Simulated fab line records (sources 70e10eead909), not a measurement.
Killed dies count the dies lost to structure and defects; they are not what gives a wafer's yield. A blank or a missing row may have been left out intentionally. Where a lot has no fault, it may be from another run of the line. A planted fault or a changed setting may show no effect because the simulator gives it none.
Matching of chambers || flow nand harc || 4 sister chambers for NHARC_A_WL_FILL_CMP_12 on cmp-03
The step polishes, t overpolish 30 s, target thk 100 nm. 14 wafers are shown with their chamber, then 7 later ones without.

== EACH WAFER AND ITS CHAMBER ==
{"wafer": "L792.2", "chamber": 1, "motor current A (A)": 11.7, "time to endpoint s (s)": 16.0, "overpolish run s (s)": 29.992}
{"wafer": "L792.4", "chamber": 2, "motor current A (A)": 10.5, "time to endpoint s (s)": 17.5, "overpolish run s (s)": 29.999}
{"wafer": "L792.5", "chamber": 0, "motor current A (A)": 12.7, "time to endpoint s (s)": 19.0, "overpolish run s (s)": 30.008}
{"wafer": "L794.3", "chamber": 0, "motor current A (A)": 12.7, "time to endpoint s (s)": 18.7, "overpolish run s (s)": 29.999}
{"wafer": "L794.4", "chamber": 3, "motor current A (A)": 11.3, "time to endpoint s (s)": 16.4, "overpolish run s (s)": 29.988}
{"wafer": "L794.5", "chamber": 2, "motor current A (A)": 11.0, "time to endpoint s (s)": 17.5, "overpolish run s (s)": 29.990}
{"wafer": "L797.3", "chamber": 3, "motor current A (A)": 12.1, "time to endpoint s (s)": 21.2, "overpolish run s (s)": 29.998}
{"wafer": "L797.5", "chamber": 0, "motor current A (A)": 12.2, "time to endpoint s (s)": 23.4, "overpolish run s (s)": 30.004}
{"wafer": "L797.6", "chamber": 3, "motor current A (A)": 11.8, "time to endpoint s (s)": 20.1, "overpolish run s (s)": 30.001}
{"wafer": "L800.2", "chamber": 1, "motor current A (A)": 11.4, "time to endpoint s (s)": 19.1, "overpolish run s (s)": 30.001}
{"wafer": "L800.5", "chamber": 0, "motor current A (A)": 12.1, "time to endpoint s (s)": 20.4, "overpolish run s (s)": 30.005}
{"wafer": "L800.6", "chamber": 3, "motor current A (A)": 11.9, "time to endpoint s (s)": 19.1, "overpolish run s (s)": 29.989}
{"wafer": "L803.2", "chamber": 3, "motor current A (A)": 12.0, "time to endpoint s (s)": 20.6, "overpolish run s (s)": 29.993}
{"wafer": "L803.5", "chamber": 3, "motor current A (A)": 12.0, "time to endpoint s (s)": 17.7, "overpolish run s (s)": 30.007}

SIGNATURES (means of the wafers above)
{"reading": "motor current A", "chamber 0": 12.425, "chamber 1": 11.550, "chamber 2": 10.750, "chamber 3": 11.850, "scatter within a chamber": 0.299}
{"reading": "time to endpoint s", "chamber 0": 20.375, "chamber 1": 17.550, "chamber 2": 17.500, "chamber 3": 19.183, "scatter within a chamber": 1.88}
{"reading": "overpolish run s", "chamber 0": 30.00400, "chamber 1": 29.99650, "chamber 2": 29.99450, "chamber 3": 29.99600, "scatter within a chamber": 0.00628}
Rule: distance of a wafer from a chamber = root of the sum over the readings of ((wafer's reading minus chamber's mean) / reading's scatter) squared. The wafer belongs to the nearest chamber; if the next one is less than 2 further off, it can't be placed. The scatter: the root of (the sum of the squares of (reading less its chamber's mean) over the shown wafers, divided by (wafers less chambers)).

== WAFERS WITH NO CHAMBER GIVEN ==
{"wafer": "L803.6", "motor current A (A)": 12.2, "time to endpoint s (s)": 18.7, "overpolish run s (s)": 29.988}
{"wafer": "L808.2", "motor current A (A)": 11.1, "time to endpoint s (s)": 22.0, "overpolish run s (s)": 30.012}
{"wafer": "L808.3", "motor current A (A)": 11.9, "time to endpoint s (s)": 21.9, "overpolish run s (s)": 30.004}
{"wafer": "L808.4", "motor current A (A)": 11.8, "time to endpoint s (s)": 19.7, "overpolish run s (s)": 29.980}
{"wafer": "L814.1", "motor current A (A)": 11.2, "time to endpoint s (s)": 19.4, "overpolish run s (s)": 30.008}
{"wafer": "L814.2", "motor current A (A)": 12.4, "time to endpoint s (s)": 20.2, "overpolish run s (s)": 30.019}
{"wafer": "L814.5", "motor current A (A)": 11.2, "time to endpoint s (s)": 17.7, "overpolish run s (s)": 29.988}

== WHICH CHAMBER EACH ONE RAN IN ==
{"wafer": "L803.6", "from the rows above": "can't be placed: 3 or 1 or 0", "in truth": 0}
{"wafer": "L808.2", "from the rows above": "can't be placed: 1 or 2 or 3 or 0", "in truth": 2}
{"wafer": "L808.3", "from the rows above": "can't be placed: 3 or 0 or 1", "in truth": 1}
{"wafer": "L808.4", "from the rows above": "can't be placed: 3 or 1 or 2 or 0", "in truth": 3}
{"wafer": "L814.1", "from the rows above": "can't be placed: 1 or 2 or 3 or 0", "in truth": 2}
{"wafer": "L814.2", "from the rows above": "can't be placed: 0 or 3", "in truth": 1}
{"wafer": "L814.5", "from the rows above": "can't be placed: 1 or 2 or 3", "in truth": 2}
Placed correctly: 0 of 7. Unplaceable from these rows: 7, with the true chamber sitting among the candidates in 6. 0 placed wrongly.
